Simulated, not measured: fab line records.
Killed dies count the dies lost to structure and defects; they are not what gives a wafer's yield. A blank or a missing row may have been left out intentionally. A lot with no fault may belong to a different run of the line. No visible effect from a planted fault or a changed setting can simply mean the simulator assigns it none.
fab line records | flow nandHarc
record lots=6 wafers=18 lastDay=30
route steps=1302 shown P_M0@264 P_M1@285 END@1302
lots that met no fault: from a run of the same line without faults
startH: start of the lot's first displayed wafer, in hours after the record's first day | waitH: time in hours since the lot's previous step | " identical to the entry in the row above | L1.1+2: a row that stands for several wafers | - either no value or no given start | * or withheld: withheld | < > ~ a bound
route shown NAME@n: a module of which the file shows steps, and the number in the route of the first | usual: mean and standard deviation over wafers with no fault | same: alike in all rows | chamber/n: place in a boat | sites: per-site readings | _std_site: how widely they spread, as a standard deviation | _edge_site: inner sites' mean taken away from outer sites' mean | radiusMm: for every site, how far away it sits from the centre of the wafer | mask NAME#n: copy n | behind: the most recent tool/chamber to have shaped the wafer | hold: the reason the lot was held/the length of the hold in hours/how it ended | device: whichever transistor did not switch (one of n, p or np) | end of line: at the end of the route, the tests of the same wafers | a step with no rows: only its recipe | killed: dies that structure and defects cost at the first sort, which is not the same as the wafer's yield | map: per-die view of a wafer (x killed, . not killed, _ where there is no die)
set.NAME: setting as actually run; set.NAME@STEP: the setting as run at that earlier step | model.NAME: the simulator's own value behind a step, which no gauge read
certain route steps with their lots: each step a table, each wafer a row
services: the hour from which a tool's chamber was out of use, counted from the record's first day as startH (under 0 if before that day), plus the number of hours and why
## steps
# step NHARC_P_M0_OVL_MEAS_10
# recipe pitchNm=180
# usual overlayXNm=0.1/0.92 overlayYNm=0.2/0.79
# columns lot.wafer tool chamber startH waitH overlayXNm overlayYNm
L490.1 overlay-01 - 133.54 - 0.8 0.7
L490.3 " - " " 1.3 0.3
L490.6 " - " " 0.8 1.2
L491.3 overlay-02 - 145.52 - 0.5 -0.2
L491.5 " - " " 0.9 -0.2
L491.6 " - " " 0.8 -0.7
L493.2 overlay-01 - 158.71 - 0.6 -0.3
L493.4 " - " " 0.3 -0.2
L493.6 " - " " -0.1 -0.6
L494.2 overlay-02 - 170.12 - 0.9 0.7
L494.3 " - " " 0.2 0.8
L494.6 " - " " 0.6 -0.2
L501.1 overlay-01 - 249.10 - -1.2 1.7
L501.2 " - " " -1.4 1.6
L501.4 " - " " -1.3 1.3
L503.2 overlay-01 - 267.21 - 1.1 1.9
L503.4 " - " " 1.2 0.7
L503.6 " - " " 1.2 1.7
# step NHARC_P_M0_INSPECT_11
# usual rawDefectCount=4.2/2.8
# columns lot.wafer tool chamber startH waitH rawDefectCount
L490.1 defectInspect-01 - 133.58 0.0 1
L490.3 " - " " 2
L490.6 " - " " 6
L491.3 defectInspect-01 - 145.56 0.0 0
L491.5 " - " " 2
L491.6 " - " " 1
L493.2 defectInspect-01 - 158.75 0.0 8
L493.4 " - " " 11
L493.6 " - " " 10
L494.2 defectInspect-02 - 170.15 0.0 1
L494.3 " - " " 2
L494.6 " - " " 3
L501.1 defectInspect-01 - 249.13 0.0 3
L501.2 " - " " 3
L501.4 " - " " 3
L503.2 defectInspect-01 - 267.24 0.0 4
L503.4 " - " " 4
L503.6 " - " " 2
# step NHARC_P_M0_DESCUM_14
# recipe timeS=3 o2FlowSccm=200 arFlowSccm=0 biasPowerW=0 chemistry=O2
# step NHARC_P_M0_ETCH_34
# recipe targetDepthA=400 overetchA=120 timeS=43.94 ionEnergyEv=200 n2FlowSccm=150 h2FlowSccm=150 arFlowSccm=0 rfW=400 biasW=150 chemistry=N2/H2
# step NHARC_P_M0_ETCH_15
# recipe targetDepthA=1500 overetchA=150 timeS=82.5 c4f8FlowSccm=withheld arFlowSccm=400 rfW=600 biasW=300 chemistry=C4F8/Ar
# usual chamberPressureMTorr=24.996/0.026 oesProductAu=0.956/0.022 rfVppV=442.7/1.8
# columns lot.wafer tool chamber startH waitH chamberPressureMTorr oesProductAu rfHoursCounterH rfVppV
L490.3 rieDiel-01 0 - - 24.945 0.908 16 441.8
L490.1 " 2 " " 24.958 0.921 19 444.5
L490.6 " 0 " " 24.949 0.906 - 443.4
L491.3 rieDiel-01 1 - - 25.007 0.974 22 445.0
L491.6 " 1 " " 25.007 0.984 - 443.2
L491.5 " 2 " " 25.023 0.971 - 443.2
L493.2 rieDiel-05 0 - - 24.981 0.950 33 441.8
L493.4 " 2 " " 24.994 0.927 40 436.1
L493.6 " 3 " " 25.033 0.929 - 439.8
L494.3 rieDiel-01 1 - - 24.993 0.957 26 444.0
L494.2 " 2 " " 24.996 0.986 27 444.8
L494.6 " 3 " " 25.019 0.999 - 441.2
L501.4 rieDiel-05 3 - - 24.981 0.962 3 440.1
L501.1 " 0 " " 24.963 0.982 3 439.9
L501.2 " 2 " " 24.985 0.977 2 445.8
L503.4 rieDiel-01 1 - - 25.008 0.948 6 445.6
L503.2 " 0 " " 25.024 0.950 6 444.0
L503.6 " 1 " " 24.990 0.953 - 444.1
# step NHARC_P_M0_CD_MEAS_16
# usual cdNm=90.4/1
# columns lot.wafer tool chamber startH waitH cdNm
L490.1 cdSem-01 - 134.44 - 91.5
L490.3 " - " " 91.3
L490.6 " - " " 91.1
L491.3 cdSem-03 - 145.92 - 90.8
L491.5 " - " " 92.3
L491.6 " - " " 90.2
L493.2 cdSem-01 - 159.19 - 90.8
L493.4 " - " " 87.2
L493.6 " - " " 90.5
L494.2 cdSem-01 - 170.70 - 89.9
L494.3 " - " " 91.4
L494.6 " - " " 90.9
L501.1 cdSem-01 - 249.49 - 90.1
L501.2 " - " " 90.4
L501.4 " - " " 90.5
L503.2 cdSem-03 - 267.61 - 89.7
L503.4 " - " " 90.3
L503.6 " - " " 88.7
# step NHARC_P_M0_STRIP_18
# recipe powerW=1000 n2FlowSccm=150 h2FlowSccm=150 arFlowSccm=0 biasW=0 chemistry=N2/H2
# usual chamberPressureMTorr=29.994/0.025 drypumpMotorCurrentA=5.6/0.45 h2FlowSccm=150.0/0.42 oesProductAu=1.003/0.013 powerW=1000/3.1 rfVppV=91.1/0.93 showerheadPlenumPTorr=2.11/0.061 throttleValvePct=14.171/0.0089
# columns lot.wafer tool chamber startH waitH chamberPressureMTorr drypumpMotorCurrentA h2FlowSccm oesProductAu powerW rfHoursCounterH rfVppV showerheadPlenumPTorr throttleValvePct
L490.3 rieDiel-01 2 134.56 0.1 29.987 6.4 150.5 0.999 1002 19 91.7 2.18 14.166
L490.1 " 3 " " 30.013 5.5 150.6 1.013 1002 18 90.7 2.08 14.174
L490.6 " 0 " " 29.995 5.4 150.3 0.989 1005 - 91.2 2.10 14.163
L491.3 rieDiel-01 1 145.99 0.1 30.049 5.1 150.3 1.005 999 22 91.6 2.16 14.164
L491.5 " 1 " " 29.986 5.1 149.9 1.002 1001 - 91.4 2.16 14.173
L491.6 " 2 " " 29.974 6.4 149.7 1.006 997 - 90.1 2.18 14.159
L493.2 rieDiel-12 2 159.30 0.1 29.967 5.4 150.4 0.995 1000 13 90.3 2.13 14.177
L493.6 " 0 " " 29.993 5.9 149.4 0.996 1001 - 89.7 2.08 14.165
L493.4 " 3 " " 30.003 5.1 150.0 0.989 1003 - 92.4 2.10 14.168
L494.3 rieDiel-01 2 171.41 0.7 29.990 6.4 150.2 1.010 999 28 91.5 2.18 14.179
L494.2 " 0 " " 29.970 5.3 150.0 0.973 999 24 90.8 2.09 14.164
L494.6 " 2 " " 29.998 6.4 150.4 1.013 997 - 91.3 2.18 14.169
L501.1 rieDiel-05 2 249.57 0.1 29.971 5.7 150.1 1.009 1000 2 90.6 2.22 14.181
L501.4 " 3 " " 30.014 5.5 149.7 1.015 995 3 91.1 2.04 14.170
L501.2 " 1 " " 29.981 6.3 149.0 0.995 1000 2 89.7 2.19 14.173
L503.2 rieDiel-05 3 267.68 0.1 30.037 5.5 150.4 1.011 1002 11 90.7 2.04 14.184
L503.4 " 1 " " 30.002 6.3 150.7 0.995 1000 8 91.4 2.19 14.180
L503.6 " 0 " " 29.983 5.6 150.6 1.037 994 - 90.0 1.99 14.180
# step NHARC_P_M0_STRIP_19
# recipe timeS=600 tempC=30 chemistry=postEtchResidueRemover
# step NHARC_P_M0_DEGAS_28
# recipe tempC=250 timeS=60
# step NHARC_P_M0_PRE_CLEAN_29
# recipe timeS=30 tempC=280 gas=H2/He
# step NHARC_P_M0_PVD_20
# recipe targetThkA=50 biasV=168.6 powerW=15000 chamberPressurePa=0.12 timeS=8.06 substrateTempC=50 material=TaN
# step NHARC_P_M0_PVD_21
# recipe targetThkA=300 chamberPressurePa=5 powerW=5000 substrateTempC=30 timeS=20.49 material=Cu
# step NHARC_P_M0_ECD_22
# recipe targetThkA=4000 bathTempC=25 material=Cu
# columns lot.wafer tool chamber startH waitH
L490.1+3+6 ecdCu-02 0,1,0 135.42 -
L491.3+5+6 ecdCu-01 0,0,1 147.00 -
L493.2+4+6 ecdCu-02 0,1,1 160.22 -
L494.2+3+6 ecdCu-02 1,0,0 172.29 -
L501.2+1+4 ecdCu-01 0,1,1 250.48 -
L503.2+4+6 ecdCu-02 0,0,1 268.67 -
# step NHARC_P_M0_ANNEAL_30
# recipe tempC=225 timeS=90
# usual wafer_temp_C_max=226.2/0.4
# columns lot.wafer tool chamber startH waitH wafer_temp_C_max
L490.1 rtpAnneal-02 0 135.82 - 226.4
L490.3 " 0 " " 226.9
L490.6 " 0 " " 226.4
L491.3 rtpAnneal-01 0 147.38 - 225.9
L491.5 " 0 " " 226.0
L491.6 " 0 " " 226.2
L493.2 rtpAnneal-01 0 160.64 - 225.7
L493.4 " 0 " " 225.7
L493.6 " 0 " " 226.0
L494.2 rtpAnneal-01 0 172.73 0.4 225.8
L494.3 " 0 " " 225.9
L494.6 " 0 " " 225.6
L501.1 rtpAnneal-01 0 250.85 - 226.0
L501.2 " 0 " " 225.3
L501.4 " 0 " " 225.9
L503.2 rtpAnneal-02 0 269.06 0.3 226.7
L503.4 " 0 " " 226.6
L503.6 " 0 " " 226.8
# step NHARC_P_M0_CMP_23
# recipe tOverpolishS=20 targetThkNm=117.54
# step NHARC_P_M0_THK_MEAS_24
# recipe thkMeasGauge=xrf
# usual thkNm=118.0/1.8
# columns lot.wafer tool chamber startH waitH thkNm
L490.1 filmMetro-01 - 136.48 - 118.3
L490.3 " - " " 117.6
L490.6 " - " " 117.1
L491.3 filmMetro-01 - 147.93 - 116.4
L491.5 " - " " 117.0
L491.6 " - " " 118.4
L493.2 filmMetro-01 - 161.25 - 118.9
L493.4 " - " " 115.9
L493.6 " - " " 119.7
L494.2 filmMetro-02 - 173.33 - 116.0
L494.3 " - " " 118.2
L494.6 " - " " 116.2
L501.1 filmMetro-01 - 251.82 - 118.0
L501.2 " - " " 119.3
L501.4 " - " " 117.3
L503.2 filmMetro-01 - 269.66 - 115.0
L503.4 " - " " 118.9
L503.6 " - " " 116.1
# step NHARC_P_M0_SRD_25
# step NHARC_P_M0_PRE_CLEAN_31
# recipe timeS=12 tempC=370 rfPowerW=300 gas=NH3
# step NHARC_P_M0_DEP_32
# recipe targetThkA=300 tempC=370 targetThkNm=30 pressureTorr=3 flowSccm=200 rfW=450 material=SiCN
# step NHARC_P_M1_DEP_00
# recipe targetThkA=1825 targetThkNm=182.5 tempC=withheld pressureTorr=5 flowSccm=200 rfW=600 material=SiOC
# step NHARC_P_M1_DEHYDRATE_01
# recipe tempC=150 timeS=120
# step NHARC_P_M1_HMDS_02
# recipe timeS=30
# step NHARC_P_M1_COAT_34
# recipe tempC=200 timeS=65
# step NHARC_P_M1_COAT_03
# recipe spinRpm=1500 resistThkNm=90
# step NHARC_P_M1_SOFTBAKE_04
# recipe tempC=105 timeS=55
# step NHARC_P_M1_EBR_05
# step NHARC_P_M1_EXPOSE_06
# recipe na=1.35 targetCdNm=130 doseMj=81.88 maskId=P_M1
# step NHARC_P_M1_PEB_07
# recipe pebTempC=100 pebTimeS=65
# step NHARC_P_M1_DEVELOP_08
# recipe developTimeS=35 devTempC=23
# step NHARC_P_M1_CD_MEAS_09
# recipe targetCdNm=130 landingEnergyEv=500
# usual cdNm=130.2/0.51
# columns lot.wafer tool chamber startH waitH cdNm
L490.1 cdSem-01 0 138.03 - 130.5
L490.3 " 0 " " 130.2
L490.6 " 0 " " 129.9
L491.3 cdSem-01 0 149.62 - 130.4
L491.5 " 0 " " 130.4
L491.6 " 0 " " 130.1
L493.2 cdSem-02 0 162.68 - 130.1
L493.4 " 0 " " 130.3
L493.6 " 0 " " 130.6
L494.2 cdSem-03 0 174.73 - 130.7
L494.3 " 0 " " 130.4
L494.6 " 0 " " 130.6
L501.1 cdSem-01 0 253.38 - 130.3
L501.2 " 0 " " 130.0
L501.4 " 0 " " 129.8
L503.2 cdSem-01 0 271.36 - 130.3
L503.4 " 0 " " 130.4
L503.6 " 0 " " 129.8
# step NHARC_P_M1_OVL_MEAS_10
# recipe pitchNm=260
# usual overlayXNm=-0.2/0.78 overlayYNm=0.0/0.85
# columns lot.wafer tool chamber startH waitH overlayXNm overlayYNm
L490.1 overlay-01 - 138.12 - 0.5 0.4
L490.3 " - " " 1.0 -0.8
L490.6 " - " " 0.7 0.0
L491.3 overlay-02 - 149.71 - -0.4 -1.9
L491.5 " - " " -0.6 -1.4
L491.6 " - " " -0.9 -1.3
L493.2 overlay-01 - 162.77 - 0.3 0.3
L493.4 " - " " 0.2 0.0
L493.6 " - " " 0.2 0.5
L494.2 overlay-01 - 174.82 - -1.3 -0.6
L494.3 " - " " -0.7 -0.3
L494.6 " - " " -0.8 -0.7
L501.1 overlay-02 - 253.47 - -0.1 -1.5
L501.2 " - " " -0.8 -1.1
L501.4 " - " " -0.1 -1.4
L503.2 overlay-02 - 271.45 - 1.1 0.0
L503.4 " - " " 0.8 0.4
L503.6 " - " " 0.4 0.4
# step NHARC_P_M1_DESCUM_14
# recipe timeS=3 o2FlowSccm=200 arFlowSccm=0 biasPowerW=0 chemistry=O2
# usual chamberPressureMTorr=60.01/0.16 drypumpMotorCurrentA=5.5/0.49 oesProductAu=0.994/0.015 rfVppV=57.7/0.88 showerheadPlenumPTorr=1.90/0.061 throttleValvePct=11.311/0.0088
# same biasPowerW=0
# columns lot.wafer tool chamber startH waitH chamberPressureMTorr drypumpMotorCurrentA oesProductAu rfHoursCounterH rfVppV showerheadPlenumPTorr throttleValvePct
L490.3 rieDiel-10 3 138.23 0.1 60.09 5.4 0.989 5 58.1 1.96 11.304
L490.1 " 1 " " 60.02 5.3 1.022 4 57.2 1.85 11.306
L490.6 " 2 " " 59.99 5.0 1.003 - 57.3 1.89 11.302
L491.3 rieDiel-10 3 149.80 0.1 60.03 5.4 1.010 5 56.4 1.96 11.320
L491.5 " 3 " " 59.92 5.4 0.992 - 58.2 1.96 11.308
L491.6 " 0 " " 60.04 4.9 1.004 - 55.6 1.80 11.321
L493.4 rieDiel-10 1 162.87 0.1 59.93 5.3 1.021 4 58.0 1.85 11.321
L493.2 " 2 " " 59.93 5.0 1.010 4 58.6 1.89 11.304
L493.6 " 1 " " 59.93 5.3 1.021 - 58.4 1.85 11.323
L494.2 rieDiel-13 0 174.92 0.1 59.97 5.4 0.975 0 55.9 1.88 11.317
L494.3 " 1 " " 59.98 6.5 0.999 0 59.4 1.89 11.316
L494.6 " 0 " " 59.95 5.5 0.991 - 59.3 1.88 11.316
L501.2 rieDiel-10 0 253.58 0.1 60.03 4.9 0.987 0 57.8 1.79 11.318
L501.4 " 1 " " 59.96 5.3 0.985 0 57.1 1.85 11.296
L501.1 " 2 " " 60.07 5.0 1.023 0 59.2 1.89 11.307
L503.4 rieDiel-13 3 271.56 0.1 60.00 5.4 1.008 8 58.2 1.99 11.310
L503.2 " 0 " " 59.98 5.4 0.993 7 57.8 1.88 11.310
L503.6 " 2 " " 60.07 6.3 0.985 - 57.2 1.88 11.310
# step NHARC_P_M1_ETCH_35
# recipe targetDepthA=400 overetchA=120 timeS=43.94 ionEnergyEv=200 n2FlowSccm=150 h2FlowSccm=150 arFlowSccm=0 rfW=400 biasW=150 chemistry=N2/H2
# usual chamberPressureMTorr=30.000/0.024 drypumpMotorCurrentA=5.5/0.48 h2FlowSccm=150.0/0.48 oesProductAu=0.994/0.014 rfVppV=429.9/2.1 showerheadPlenumPTorr=2.02/0.067 throttleValvePct=14.171/0.0091
# columns lot.wafer tool chamber startH waitH chamberPressureMTorr drypumpMotorCurrentA h2FlowSccm oesProductAu rfHoursCounterH rfVppV showerheadPlenumPTorr throttleValvePct
L490.3 rieDiel-10 3 138.32 0.1 30.034 5.4 150.0 0.994 5 434.1 2.09 14.179
L490.1 " 2 " " 29.978 5.0 149.9 0.998 3 431.0 2.01 14.169
L490.6 " 1 " " 30.021 5.3 150.5 1.016 - 428.6 1.97 14.177
L491.3 rieDiel-10 1 149.90 0.1 30.006 5.2 149.5 1.009 4 427.8 1.97 14.179
L491.6 " 3 " " 29.981 5.5 150.0 0.992 - 431.0 2.09 14.160
L491.5 " 0 " " 30.003 4.9 149.7 0.984 - 425.9 1.91 14.176
L493.4 rieDiel-10 3 162.96 0.1 29.994 5.4 149.9 0.993 5 431.9 2.09 14.161
L493.2 " 0 " " 30.023 4.9 150.2 0.986 6 427.4 1.91 14.170
L493.6 " 0 " " 29.969 4.9 149.7 0.988 - 426.4 1.91 14.173
L494.3 rieDiel-13 0 175.01 0.1 29.982 5.5 149.3 0.994 0 428.6 2.00 14.156
L494.2 " 2 " " 29.970 6.3 149.3 0.982 0 430.2 2.01 14.154
L494.6 " 3 " " 30.028 5.3 149.9 0.994 - 432.6 2.13 14.161
L501.4 rieDiel-10 2 253.66 0.1 30.001 5.0 150.3 1.020 0 430.7 2.01 14.186
L501.1 " 3 " " 29.990 5.4 149.7 0.982 0 429.9 2.09 14.174
L501.2 " 0 " " 29.984 4.9 149.8 0.981 0 427.2 1.91 14.174
L503.4 rieDiel-13 0 271.64 0.1 30.014 5.5 150.2 0.991 7 429.6 2.00 14.168
L503.2 " 1 " " 29.976 6.5 149.3 1.020 6 429.7 2.01 14.163
L503.6 " 3 " " 29.983 5.4 149.9 1.002 - 434.6 2.12 14.174
# step NHARC_P_M1_ETCH_15
# recipe targetDepthA=1825 timeS=91.2 c4f8FlowSccm=withheld arFlowSccm=400 rfW=600 biasW=300 chemistry=C4F8/Ar
# step NHARC_P_M1_CD_MEAS_16
# usual cdNm=130.1/0.88
# columns lot.wafer tool chamber startH waitH cdNm
L490.1 cdSem-03 - 138.57 - 130.7
L490.3 " - " " 130.2
L490.6 " - " " 130.8
L491.3 cdSem-03 - 150.11 - 129.7
L491.5 " - " " 130.9
L491.6 " - " " 129.7
L493.2 cdSem-03 - 163.18 - 132.1
L493.4 " - " " 129.5
L493.6 " - " " 130.9
L494.2 cdSem-01 - 175.22 - 128.5
L494.3 " - " " 131.0
L494.6 " - " " 129.7
L501.1 cdSem-01 - 253.87 - 130.7
L501.2 " - " " 130.5
L501.4 " - " " 130.2
L503.2 cdSem-01 - 271.85 - 130.0
L503.4 " - " " 130.8
L503.6 " - " " 129.3
# step NHARC_P_M1_STRIP_18
# recipe powerW=1000 n2FlowSccm=150 h2FlowSccm=150 arFlowSccm=0 biasW=0 chemistry=N2/H2
# step NHARC_P_M1_ETCH_28
# recipe targetDepthA=300 overEtchFrac=0.3 timeS=72.99 ionEnergyEv=150 cf4FlowSccm=50 n2FlowSccm=100 arFlowSccm=150 rfW=300 biasW=100 chemistry=CF4/N2
# step NHARC_P_M1_STRIP_19
# recipe timeS=600 tempC=30 chemistry=postEtchResidueRemover
# step NHARC_P_M1_DEGAS_29
# recipe tempC=250 timeS=60
# step NHARC_END_SORT_01
# recipe tempC=25
# usual defectLimitedYield=91.3/3 killedAtArray=54/20 killedAtOther=0.7/0.94 killedAtPeriphery=3.8/2.7 killedDies=59/20 killedOpen=3.5/1.9 killedShort=2.5/1.6
# same grossDies=677
# columns lot.wafer tool chamber startH waitH defectLimitedYield[%] killedAtArray killedAtOther killedAtPeriphery killedDies killedOpen killedShort
L491.3 prober-02 0 584.69 3.1 91.3 56 1 2 59 2 6
L491.5 prober-02 0 586.30 3.7 90.8 61 0 1 62 10 1
L491.6 prober-02 0 587.11 4.0 94.4 36 1 1 38 3 2
L493.4 prober-01 0 597.11 3.4 59.4 28 0 247 275 3 1
L493.6 prober-01 0 598.70 4.0 55.5 54 0 247 301 3 2
L494.2 prober-02 0 599.50 2.8 56.1 66 0 231 297 3 4
L494.3 prober-02 0 600.30 3.1 88.8 63 0 13 76 4 3
L494.6 prober-02 0 602.68 4.0 91.1 58 0 2 60 2 1
L501.1 prober-02 0 689.77 2.5 83.6 106 0 5 111 5 4
L501.2 prober-02 0 690.57 2.8 84.8 97 1 5 103 2 2
L501.4 prober-02 0 692.15 3.4 83.9 100 0 9 109 4 6
L503.2 prober-01 0 705.44 2.8 95.4 27 1 3 31 3 3
L503.4 prober-01 0 707.00 3.3 95.3 31 0 1 32 1 2
# killed by level:class
L491.3 A_CHANNEL_HOLE_D2:chamberFilmFlake=23 A_CHANNEL_HOLE_D1:chamberFilmFlake=22 A_CONTACT:chamberFilmFlake=2 P_GATE:geometricParticle:short=1 P_M1:geometricParticle:short=1 A_ONON_D1:geometricParticle:open=1 A_CHANNEL_HOLE_D1:geometricParticle:short=1 A_CHANNEL_FILL_D1:geometricParticle:short=1
L491.5 A_CHANNEL_HOLE_D1:chamberFilmFlake=22 A_CHANNEL_HOLE_D2:chamberFilmFlake=21 A_STAIRCASE:chamberFilmFlake=3 A_BLC:chamberFilmFlake=3 A_CHANNEL_HOLE_D1:geometricParticle:open=2 A_BLC:geometricParticle:open=2 A_M0:geometricParticle:open=2 P_GATE:geometricParticle:open=1
L491.6 A_CHANNEL_HOLE_D1:chamberFilmFlake=13 A_CHANNEL_HOLE_D2:chamberFilmFlake=12 A_STAIRCASE:chamberFilmFlake=5 P_M0:geometricParticle:open=1 A_ONON_D1:geometricParticle:short=1 A_WL_FILL:geometricParticle:open=1 A_M0:geometricParticle:open=1 A_M1:geometricParticle:short=1
L493.4 P_M0:unspecified=243 A_CHANNEL_HOLE_D1:chamberFilmFlake=12 A_CHANNEL_HOLE_D2:chamberFilmFlake=10 P_CONTACT:geometricParticle:open=2 P_CONTACT:chamberFilmFlake=2 A_M0:chamberFilmFlake=2 A_SOURCE_PLATE:geometricParticle:short=1 A_CONTACT:geometricParticle:open=1
L493.6 P_M0:unspecified=243 A_CHANNEL_HOLE_D2:chamberFilmFlake=25 A_CHANNEL_HOLE_D1:chamberFilmFlake=19 P_CONTACT:chamberFilmFlake=2 A_CHANNEL_FILL_D1:chamberFilmFlake=2 A_STAIRCASE:chamberFilmFlake=2 P_CONTACT:geometricParticle:open=1 A_ONON_D1:geometricParticle:open=1
L494.2 P_M0:unspecified=226 A_SLIT:chamberFilmFlake=32 A_CHANNEL_HOLE_D1:chamberFilmFlake=24 A_CHANNEL_HOLE_D2:chamberFilmFlake=5 P_STI:geometricParticle:open=1 P_STI:geometricParticle:short=1 P_GATE:geometricParticle:short=1 P_GATE:geometricParticle:open=1
L494.3 A_SLIT:chamberFilmFlake=29 A_CHANNEL_HOLE_D1:chamberFilmFlake=17 A_CONTACT:chamberFilmFlake=9 P_M1:chamberFilmFlake=8 A_CHANNEL_HOLE_D2:chamberFilmFlake=3 A_STAIRCASE:chamberFilmFlake=2 P_GATE:geometricParticle:open=1 P_CONTACT:geometricParticle:short=1
L494.6 A_SLIT:chamberFilmFlake=26 A_CHANNEL_HOLE_D1:chamberFilmFlake=16 A_CHANNEL_HOLE_D2:chamberFilmFlake=9 A_CONTACT:chamberFilmFlake=3 A_STAIRCASE:chamberFilmFlake=2 P_CONTACT:geometricParticle:open=1 A_SOURCE_PLATE:geometricParticle:open=1 A_CHANNEL_FILL_D2:geometricParticle:short=1
L501.1 A_SLIT:chamberFilmFlake=42 A_CHANNEL_HOLE_D2:chamberFilmFlake=22 A_CHANNEL_HOLE_D1:chamberFilmFlake=18 A_CONTACT:chamberFilmFlake=9 P_BONDPAD:chamberFilmFlake=3 A_M0:chamberFilmFlake=3 A_WL_FILL:chamberFilmFlake=2 P_M0:geometricParticle:open=1
L501.2 A_SLIT:chamberFilmFlake=39 A_CHANNEL_HOLE_D1:chamberFilmFlake=33 A_CHANNEL_HOLE_D2:chamberFilmFlake=16 A_M0:chamberFilmFlake=4 A_CONTACT:chamberFilmFlake=3 P_M1:chamberFilmFlake=2 P_BONDPAD:chamberFilmFlake=2 P_M0:geometricParticle:open=1
L501.4 A_SLIT:chamberFilmFlake=34 A_CHANNEL_HOLE_D1:chamberFilmFlake=33 A_CHANNEL_HOLE_D2:chamberFilmFlake=22 A_CONTACT:chamberFilmFlake=3 P_CONTACT:geometricParticle:open=2 P_M1:geometricParticle:short=2 A_STAIRCASE:chamberFilmFlake=2 A_WL_FILL:chamberFilmFlake=2
L503.2 A_CHANNEL_HOLE_D1:chamberFilmFlake=14 A_SLIT:chamberFilmFlake=3 A_CONTACT:chamberFilmFlake=3 A_CHANNEL_FILL_D1:geometricParticle:open=2 P_M0:geometricParticle:short=1 A_ONON_D1:geometricParticle:short=1 A_CHANNEL_FILL_D1:geometricParticle:short=1 A_BLC:geometricParticle:open=1
L503.4 A_CHANNEL_HOLE_D1:chamberFilmFlake=20 A_CONTACT:chamberFilmFlake=4 A_SLIT:chamberFilmFlake=3 A_M0:chamberFilmFlake=2 P_M0:geometricParticle:short=1 A_ONON_D1:geometricParticle:short=1 A_ONON_D2:geometricParticle:open=1
# map L493.6 (x killed, . not)
____________x____________
_________.x.x..._________
_______..x.xx..xxx_______
______xxxx.xx.x....______
_____.x.x..xx......x_____
____.x...x..x......x.____
____..x........x.x...____
___....xx.xxxx..xx...x___
___x..xx..x......xx.x.___
__.x...x.x..x...xxx..x.__
__xx.x.xx..x..xxxxxx.xx__
_....x..x.xx.x.xxx.x...._
_..x..xxx...x..xx...x.x._
_......x...x.xx.x....xx._
_.x.x.....x...x..x.xxxxx_
_...xx.x....xx..x.xxxxxx_
x.x.x..xx.....x...x.xxx.x
..x.xxx...x..xxx...xxx.xx
..x.x....xx.xx...x.xxxxxx
.x..x.xx....xx..x.x.xxxxx
xxxxx.xx..x..x...x.xxxxxx
_xx..x.x.x.x......xx...._
_x..xx.x.xx.....x.x..x.x_
_x....xxxx.....xx...x..x_
_...x.xx.x..x.....xx..xx_
_..x......xx...x....x.x._
__.....x..xx..x.x.xxx..__
__.xxxxx...xx....x..xxx__
___....xx..x..x.xx.xxx___
___.......x.x.x..x.xx.___
____.x...xxxx.x.xxxxx____
____....xxx.xx.x..xxx____
_____x..x.....xxxxxx_____
______x.xx..xx..xxx______
_______.x...x.xxxx_______
_________x...x.x_________
____________x____________
# map L494.2 (x killed, . not)
____________.____________
_________......._________
_______......x...._______
______.x.xxx..x....______
_____.....x......x.._____
____.xxxx..x...x..xx.____
____....x.........xx.____
___.xxx..xxx.x....xx..___
___..xx...x...xx.xx..x___
__xx..xx.x..xx.xxx.xx.x__
__xx.xx.xxxx.xxx..x.x..__
_x.xx..x.........xxx..xx_
_.x.xxxxxx......x.xx...x_
_.xxx.xxx....xxx..x.xx.x_
_.xxxxxxxxx.xx.xx....xxx_
_xxxxxxxxxx.xx....xxxxx._
...xxx.xxx...x..xx.x.xxx.
..xxxxxx......x...xxxxxxx
x.xx.xxx.xx..x.xx.xxxxxxx
xx...x.x...xx.x.x..xx.xxx
xxx...xxxxx.......xxxxxxx
_.x..xx.xxx....x...xxx.._
_......xx.x............x_
_.x....x..xx........xxxx_
_...xxxxx.x.x.xxxxx.xx.._
_..xxx..x.x..x...x..x..._
__...x....x.....x.....x__
__.x...x.......x..x....__
___...xx.x.x.xx....x..___
___x.x.xx...x.x.xx..xx___
____x........x.....xx____
____.x...x..x..x..x.x____
_____.x.xx........xx_____
______x..x...x..x.x______
_______..xxx...x.._______
_________xxx...._________
____________.____________
## services
# columns tool chamber startH hours kind
ecdCu-01 - 115.10 2.6 repair
rieDiel-10 0 123.50 - clean
rieDiel-10 1 123.50 - clean
rieDiel-05 3 123.73 1.9 repair
ecdCu-02 - 124.46 0.4 repair
rieDiel-13 2 129.30 2.2 repair
rieDiel-05 2 134.43 2.4 repair
rieDiel-10 0 137.82 2.2 repair
rieDiel-12 2 143.59 8.9 repair
rtpAnneal-02 - 147.88 4.1 repair
rieDiel-12 1 158.92 22.4 repair
ecdCu-01 - 160.00 8.0 pm
rieDiel-13 - 165.23 9.0 pm
rieDiel-12 1 184.15 13.8 repair
rieDiel-13 1 187.75 21.0 repair
rieDiel-13 2 197.62 2.8 repair
rieDiel-01 - 204.99 9.0 pm
rieDiel-05 - 229.64 9.0 pm
rieDiel-10 - 242.50 9.0 pm
ecdCu-02 - 244.00 8.0 pm
ecdCu-01 - 251.61 1.3 repair
rieDiel-10 3 262.51 6.7 repair
rieDiel-12 - 269.24 9.0 pm
ecdCu-02 - 270.86 0.8 repair
## key
firstSign step=NHARC_END_SORT_01 reading=killedAtPeriphery direction=up sigmas=90 usual=3.8 struck=241.7
effect step=NHARC_END_SORT_01 reading=defectLimitedYield direction=down sigmas=12 usual=91.3 struck=57.0
moreKillsBornAt NHARC_P_M0_ECD_22@ecdCu-02=712
metAt NHARC_P_M0_ECD_22
struckWafers L493.4,L493.6,L494.2
onsetBetween 135.42 160.22
fault kind=chamberParticleSource tool=ecdCu-02 chamber=1 onsetH=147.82 steps=NHARC_P_M0_ECD_22 ratePerVisitCm2=0.5144 endH=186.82
